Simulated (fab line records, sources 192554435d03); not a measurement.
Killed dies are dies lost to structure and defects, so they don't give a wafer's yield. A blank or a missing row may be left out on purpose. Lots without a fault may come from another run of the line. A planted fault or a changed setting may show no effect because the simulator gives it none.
A struck lot beside a sound one | flow n5_finfet | 14 steps out of a route of 1938
Sound: wafers L957.3, L957.4, L957.5. Struck: wafers L959.3, L959.4. (L959.2 of the same lot was not struck and is left out.) The cause comes at the end.
At each step with rows: each side's tool, then ch and its chambers, then its first start. Under that, the readings that differ: sound wafers | struck wafers | difference of the means | sigmas: that difference in standard deviations of wafers without a fault.
alike: readings whose means differ by less than 2 such deviations, and words and numbers that are the same on both sides. not compared: withheld readings, readings that some wafer has no value for, bounds like >300 that may hide the same value, and numbers for which the record gives no deviation and whose values overlap.
The two part at a step that has a row with sigmas, a row that says differs or no value, or rows on one side only. Numbers that don't overlap but have no deviation are shown without sigmas and don't part them. A reading that every wafer of one side lacks parts them only if that side has two wafers or more.

first, 2 steps without rows for these wafers: N5_BEOL_M14_PRECLEAN_39 (cleans in residue remover, time 60 s); N5_BEOL_M14_SRD_40 (time 30 s, dry time 30 s).
N5_BEOL_M14_DEGAS_41: time 60 s.
  sound on pvd_sputter-02, day 15 14:52; struck on pvd_sputter-03, day 16 07:35
  alike: heater_power_w
N5_BEOL_M14_PRE_CLEAN_42: time 30 s.
  sound on pvd_sputter-02, day 15 14:55; struck on pvd_sputter-03, day 16 07:38
  alike: heater_power_w
N5_BEOL_M14_SPUTTER_43: material TaN, target thk 15 nm, time 24.19 s.
  sound on pvd_sputter-02, day 15 14:57; struck on pvd_sputter-03, day 16 07:40
  alike: throttle_valve_pct
N5_BEOL_M14_SPUTTER_44: material Ta, target thk 15 nm, time 24.19 s.
  sound on pvd_sputter-02, day 15 15:02; struck on pvd_sputter-03, day 16 07:45
  alike: throttle_valve_pct
N5_BEOL_M14_SPUTTER_45: material Cu, target thk 100 nm, time 16.67 s.
  sound on pvd_sputter-02, day 15 15:07; struck on pvd_sputter-03, day 16 07:50
  alike: throttle_valve_pct
then, 3 steps without rows for these wafers: N5_BEOL_M14_ECD_47 (material Cu, target thk 1248 nm); N5_BEOL_M14_ANNEAL_48 (time 90 s); N5_BEOL_M14_CMP_49 (polishes, stops on SiO2, t overpolish 5.2 s, target thk 560 nm).
N5_BEOL_M14_THK_MEAS_50: measures by xrf.
  sound on film_metro-02, day 15 16:04; struck on film_metro-01, day 16 09:06
  alike: M14_THK
then, 1 step without rows for these wafers: N5_BEOL_M14_PRE_CLEAN_52 (time 15 s).
N5_BEOL_M14_DEP_53: deposits SiCN from 3MS/NH3, target thk 50 nm, time 17.8 s.
  sound on pecvd-03 ch 0,1,2, day 15 16:07; struck on pecvd-03 ch 2, day 16 09:10
  reading                                   | sound      | struck    | difference | sigmas
  model.SiCN_of_BEOL_M14_DEP_53.thk_nm (nm) | 50 50.2 50 | 80.8 81.4 | +31.0      |
  alike: showerhead_plenum_p_Torr, throttle_valve_pct
N5_BEOL_M14_RS_MEAS_54: measures by four-point-probe.
  sound on film_metro-02, day 15 16:11; struck on film_metro-02, day 16 09:14
  alike: M14_RS

WHERE THEY PART
Nowhere in this record.

WHY: what the simulator had put in
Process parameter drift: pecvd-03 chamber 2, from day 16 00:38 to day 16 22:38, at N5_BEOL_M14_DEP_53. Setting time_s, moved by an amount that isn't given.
